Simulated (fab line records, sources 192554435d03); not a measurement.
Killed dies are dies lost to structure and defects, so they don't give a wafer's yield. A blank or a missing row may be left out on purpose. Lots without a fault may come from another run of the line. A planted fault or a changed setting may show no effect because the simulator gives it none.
fab line records | flow n5_finfet | part 2 of 2: steps 5 to 6 of 6
record lots=20 wafers=60 last_day=18
route steps=1938 shown BEOL_M10@1512 BEOL_M11@1570 BEOL_M12@1616
lots that met no fault: from a run of the same line without faults
start_h: hours from the record's first day to the start of the lot's first wafer shown | wait_h: hours since the lot's step before | " the same as in the row above | L1.1+2: a row that stands for several wafers | - no value, or no start given | * or withheld: withheld | < > ~ a bound
route shown NAME@n: a module of which the file shows steps, and the number in the route of the first | usual: mean/standard deviation of fault-free wafers | same: alike in all rows | chamber/n: place in a boat | sites: the reading at each site | _std_site: their standard deviation | _edge_site: outer sites' mean less inner sites' | radius_mm: how far each site lies from the wafer's centre | mask NAME#n: copy n | behind: the tool/chamber that last shaped the wafer | hold: why the lot was held/for how many hours/how that ended | device: the transistor (n, p or np) that didn't switch | end of line: the same wafers' tests at the end of the route | a step without rows: its recipe alone | killed: dies lost to structure and defects at the first sort, not the wafer's yield | map: a wafer's dies, x killed, . not, _ none there
set.NAME: the setting as run; set.NAME@STEP: as run at that earlier step | model.NAME: the simulator's own value behind a step, which no gauge read
steps of the route over a sample of lots; a table a step, a row a wafer
services: from which hour (start_h, from the record's first day; less than 0 if before it) a tool's chamber was out of use, for how many hours, and why
## steps
# step N5_BEOL_M12_ETCH_59
# recipe chemistry=N2/H2 target=BARC target_depth_a=890 overetch_a=267 time_s=67.9 ion_energy_ev=200 pressure_mtorr=30 source_w=840 bias_w=150 n2_flow_sccm=200 h2_flow_sccm=200
# usual bias_w=150.0/0.48 chamber_pressure_mTorr=30.004/0.029 drypump_motor_current_A=5.7/0.4 oes_product_au=0.70/0.076 rf_vpp_V=524.3/2.8 showerhead_plenum_p_Torr=2.56/0.098 throttle_valve_pct=17.91/0.21
# columns lot.wafer tool chamber start_h wait_h bias_w chamber_pressure_mTorr drypump_motor_current_A oes_product_au rf_hours_counter_h rf_vpp_V showerhead_plenum_p_Torr throttle_valve_pct
L075.1 rie_diel-06 0 257.84 0.0 149.4 30.034 6.5 0.64 155 520.2 2.44 17.88
L075.2 " 1 " " 150.3 29.966 5.5 0.75 40 522.4 2.49 17.54
L075.6 " 1 " " 149.8 29.974 5.4 0.74 - 522.6 2.49 17.55
L074.3 rie_diel-01 1 261.47 0.0 149.9 30.025 5.4 0.59 245 521.7 2.40 18.48
L074.5 " 2 " " 149.7 30.056 5.8 0.59 - 522.5 2.52 18.06
L074.6 " 1 " " 149.9 29.981 5.4 0.59 - 521.2 2.40 18.47
L076.4 rie_diel-06 0 272.98 0.0 150.1 30.052 6.5 0.64 161 520.8 2.44 17.89
L076.5 " 3 " " 150.3 30.018 5.6 0.73 - 523.1 2.47 18.12
L076.6 " 0 " " 149.5 30.036 6.5 0.63 - 520.9 2.44 17.89
L077.2 rie_diel-03 1 274.63 0.0 149.8 30.011 5.7 0.79 18 527.0 2.62 18.04
L077.5 " 1 " " 150.4 29.999 5.7 0.81 - 525.0 2.62 18.04
L077.6 " 2 " " 149.5 29.994 5.8 0.74 - 527.4 2.69 17.90
L078.3 rie_diel-06 2 278.97 0.0 150.2 30.042 5.3 0.76 29 525.2 2.59 17.71
L078.4 " 1 " " 149.8 29.974 5.5 0.74 48 522.1 2.49 17.57
L078.6 " 1 " " 149.9 30.056 5.5 0.73 - 522.2 2.48 17.58
L080.2 rie_diel-01 0 283.22 0.0 150.2 30.029 5.5 0.60 214 526.0 2.63 18.08
L080.5 " 3 " " 150.1 29.973 5.5 0.61 - 522.4 2.49 17.90
L080.6 " 0 " " 150.2 29.992 5.5 0.61 - 526.2 2.63 18.09
L081.1 rie_diel-03 2 309.71 0.0 149.4 30.001 5.7 0.73 58 526.4 2.69 17.94
L081.4 " 0 " " 149.2 29.955 5.3 0.59 228 520.7 2.40 17.98
L081.5 " 3 " " 149.0 29.966 6.6 0.68 - 525.5 2.65 17.59
L084.2 rie_diel-06 0 320.21 0.0 150.3 29.984 6.5 0.63 178 520.7 2.43 17.91
L084.3 " 2 " " 150.4 29.975 5.3 0.74 42 524.6 2.58 17.72
L084.5 " 2 " " 150.7 29.964 5.3 0.74 - 526.3 2.58 17.71
L082.1 rie_diel-01 0 321.82 0.0 150.6 29.986 5.5 0.59 232 526.5 2.62 18.12
L082.3 " 1 " " 150.7 29.978 5.3 0.81 12 527.5 2.71 18.07
L082.4 " 0 " " 150.9 30.078 5.5 0.60 - 526.2 2.62 18.11
L088.1 rie_diel-01 0 322.80 0.0 149.9 29.991 5.5 0.60 232 525.0 2.62 18.09
L088.5 " 3 " " 150.2 29.995 5.5 0.59 - 523.5 2.49 17.92
L088.6 " 1 " " 150.3 30.047 5.3 0.81 - 530.1 2.71 18.07
L085.2 rie_diel-03 3 329.74 0.0 150.7 29.985 6.6 0.67 128 525.9 2.64 17.61
L085.3 " 0 " " 150.0 30.000 5.4 0.59 235 520.0 2.40 17.98
L085.4 " 1 " " 150.4 30.004 5.7 0.76 39 525.9 2.61 18.08
L086.1 rie_diel-01 0 338.16 0.0 150.0 30.035 5.5 0.59 240 524.7 2.61 18.12
L086.5 " 2 " " 149.7 30.011 5.8 0.83 - 521.5 2.51 17.62
L086.6 " 1 " " 149.9 29.994 5.3 0.79 - 529.0 2.71 18.09
L089.2 rie_diel-01 2 345.91 0.0 149.4 29.997 5.8 0.79 8 522.7 2.51 17.61
L089.5 " 1 " " 151.1 30.039 5.3 0.78 - 529.0 2.71 18.10
L089.6 " 2 " " 150.3 30.066 5.8 0.80 - 522.4 2.51 17.62
L092.1 rie_diel-01 1 351.01 0.0 150.4 30.051 5.3 0.77 26 528.8 2.71 18.09
L092.4 " 2 " " 149.8 30.021 5.8 0.79 - 523.0 2.50 17.62
L092.6 " 1 " " 149.9 29.997 5.3 0.78 - 527.8 2.71 18.09
L091.1 rie_diel-06 1 358.31 0.0 150.0 30.013 5.5 0.70 76 522.3 2.47 17.62
L091.2 " 2 " " 150.6 30.007 5.3 0.73 56 525.8 2.58 17.75
L091.3 " 3 " " 150.4 30.022 5.5 0.69 86 522.2 2.46 18.19
L093.1 rie_diel-03 1 364.93 0.0 149.8 30.024 5.6 0.76 47 525.6 2.61 18.10
L093.2 " 2 " " 150.4 29.980 5.8 0.71 79 526.2 2.68 17.98
L093.4 " 3 " " 150.0 30.030 6.6 0.66 141 526.8 2.64 17.65
L094.1 rie_diel-01 2 368.74 0.0 150.5 30.031 5.8 0.77 20 523.5 2.50 17.63
L094.5 " 2 " " 149.7 29.999 5.8 0.77 - 522.9 2.50 17.63
L094.6 " 1 " " 150.3 30.001 5.3 0.77 - 527.8 2.70 18.09
L095.3 rie_diel-03 1 375.56 0.0 149.0 30.029 5.7 0.74 51 524.7 2.61 18.08
L095.5 " 2 " " 149.6 30.007 5.7 0.69 - 528.6 2.67 17.97
L095.6 " 1 " " 149.7 29.991 5.7 0.75 - 527.1 2.61 18.10
L096.1 rie_diel-03 0 393.35 0.0 149.1 30.009 5.3 0.83 2 527.8 2.71 17.62
L096.2 " 1 " " 149.9 29.953 5.7 0.74 58 525.0 2.60 18.10
L096.4 " 3 " " 149.9 29.969 6.6 0.65 152 526.7 2.63 17.66
L097.2 rie_diel-06 2 402.18 0.0 149.8 30.039 5.4 0.71 69 526.1 2.57 17.76
L097.3 " 0 " " 150.2 30.006 6.5 0.61 208 520.1 2.42 17.97
L097.5 " 2 " " 150.2 30.031 5.4 0.71 - 525.2 2.57 17.78
# step N5_BEOL_M12_STRIP_64
# recipe chemistry=N2/H2 power_w=1000 temp_c=250 h2_frac=0.65 overash_fraction=0.3 pressure_mtorr=withheld n2_flow_sccm=1750 h2_flow_sccm=3250
# usual drypump_motor_current_A=5.92/0.22 heater_power_w=369/19 oes_product_au=0.715/0.0044 strip_time_to_endpoint_s=31.35/0.072
# columns lot.wafer tool chamber start_h wait_h drypump_motor_current_A heater_power_w oes_product_au rf_hours_counter_h strip_time_to_endpoint_s
L075.1 plasma_asher-02 1 258.15 0.0 6.11 322 0.715 125 31.32
L075.2 " 0 " " 6.38 384 0.722 125 31.51
L075.6 " 0 " " 6.37 364 0.722 - 31.31
L074.3 plasma_asher-02 1 261.80 0.0 6.10 324 0.722 - 31.32
L074.5 " 1 " " 6.07 320 0.722 - 31.33
L074.6 " 0 " " 6.38 383 0.716 - 31.36
L076.4 plasma_asher-01 0 273.31 0.0 5.72 371 0.714 - 31.41
L076.5 " 1 " " 5.90 366 0.717 - 31.44
L076.6 " 0 " " 5.69 382 0.720 - 31.46
L077.2 plasma_asher-02 1 274.94 0.0 6.11 323 0.716 129 31.26
L077.5 " 0 " " 6.40 376 0.718 - 31.21
L077.6 " 1 " " 6.10 313 0.710 - 31.28
L078.3 plasma_asher-01 1 279.30 0.0 5.93 373 0.713 - 31.23
L078.4 " 0 " " 5.67 383 0.713 - 31.34
L078.6 " 0 " " 5.68 380 0.713 - 31.29
L080.2 plasma_asher-01 0 283.53 0.0 5.73 381 0.716 73 31.41
L080.5 " 0 " " 5.72 375 0.710 - 31.49
L080.6 " 1 " " 5.95 374 0.732 - 31.37
L081.1 plasma_asher-01 0 310.03 0.0 5.73 379 0.716 77 31.42
L081.4 " 1 " " 5.94 366 0.720 - 31.47
L081.5 " 1 " " 5.96 382 0.715 - 31.54
L084.2 plasma_asher-01 0 320.52 0.0 5.76 380 0.717 79 31.32
L084.3 " 0 " " 5.73 368 0.717 - 31.29
L084.5 " 0 " " 5.73 375 0.716 - 31.26
L082.1 plasma_asher-01 0 322.13 0.0 5.73 370 0.704 80 31.18
L082.3 " 0 " " 5.74 389 0.707 - 31.26
L082.4 " 1 " " 5.85 372 0.710 - 31.24
L088.1 plasma_asher-01 0 323.12 0.0 5.76 376 0.711 80 31.30
L088.5 " 1 " " 5.90 381 0.706 - 31.23
L088.6 " 0 " " 5.74 376 0.715 - 31.31
L085.2 plasma_asher-01 0 330.05 0.0 5.72 371 0.718 81 31.28
L085.3 " 1 " " 5.89 369 0.712 - 31.33
L085.4 " 0 " " 5.72 379 0.718 - 31.33
L086.1 plasma_asher-01 0 338.47 0.0 5.71 383 0.719 83 31.39
L086.5 " 1 " " 5.91 366 0.722 - 31.38
L086.6 " 0 " " 5.72 378 0.715 - 31.34
L089.2 plasma_asher-01 0 346.45 0.0 5.69 375 0.709 86 31.32
L089.5 " 0 " " 5.71 367 0.707 - 31.36
L089.6 " 1 " " 5.94 370 0.717 - 31.31
L092.1 plasma_asher-01 0 351.59 0.0 5.67 374 0.715 87 31.35
L092.4 " 0 " " 5.71 388 0.717 - 31.27
L092.6 " 1 " " 5.88 379 0.716 - 31.35
L091.1 plasma_asher-01 0 358.62 0.0 5.78 387 0.710 89 31.45
L091.2 " 1 " " 5.95 372 0.719 89 31.34
L091.3 " 1 " " 5.94 367 0.720 - 31.37
L093.1 plasma_asher-01 0 365.24 0.0 5.73 367 0.719 90 31.43
L093.2 " 1 " " 5.94 370 0.718 90 31.37
L093.4 " 0 " " 5.67 378 0.720 - 31.34
L094.1 plasma_asher-02 0 369.05 0.0 6.39 377 0.717 146 31.44
L094.5 " 0 " " 6.39 380 0.716 - 31.47
L094.6 " 1 " " 6.11 326 0.722 - 31.45
L095.3 plasma_asher-01 0 375.89 0.0 5.73 376 0.716 - 31.23
L095.5 " 1 " " 5.92 362 0.716 - 31.26
L095.6 " 0 " " 5.71 381 0.711 - 31.32
L096.1 plasma_asher-02 0 393.66 0.0 6.39 370 0.714 151 31.34
L096.2 " 1 " " 6.12 317 0.711 151 31.37
L096.4 " 1 " " 6.11 316 0.715 - 31.35
L097.2 plasma_asher-01 1 402.49 0.0 5.92 382 0.722 96 31.33
L097.3 " 1 " " 5.94 374 0.711 - 31.41
L097.5 " 1 " " 5.91 372 0.726 - 31.33
## services
# columns tool chamber start_h hours kind
rie_diel-05 1 238.66 19.1 repair
rie_diel-02 3 253.47 2.3 repair
rie_diel-06 2 254.76 7.2 repair
rie_diel-01 1 275.60 - clean
rie_diel-01 1 275.60 - consumable_replace:focus_ring
rie_diel-01 1 275.60 - consumable_replace:showerhead
rie_diel-01 1 275.60 19.0 scheduled_down
rie_diel-01 1 275.60 19.0 vent_cycle
plasma_asher-01 - 292.38 3.7 repair
rie_diel-01 2 299.41 - clean
rie_diel-01 2 299.41 - consumable_replace:focus_ring
rie_diel-01 2 299.41 30.5 scheduled_down
rie_diel-01 2 299.41 30.5 vent_cycle
pvd_sputter-01 - 312.40 8.6 repair
rie_diel-01 3 329.94 - clean
rie_diel-03 1 331.23 10.9 repair
plasma_asher-02 - 342.99 10.4 repair
rie_diel-01 0 343.61 9.4 repair
rie_diel-04 3 352.37 5.9 repair
rie_diel-01 1 360.24 5.1 repair
rie_diel-06 - 364.60 2.4 repair
rie_diel-05 3 368.86 6.4 repair
rie_diel-05 - 372.88 0.2 repair
rie_diel-05 0 381.64 1.3 repair
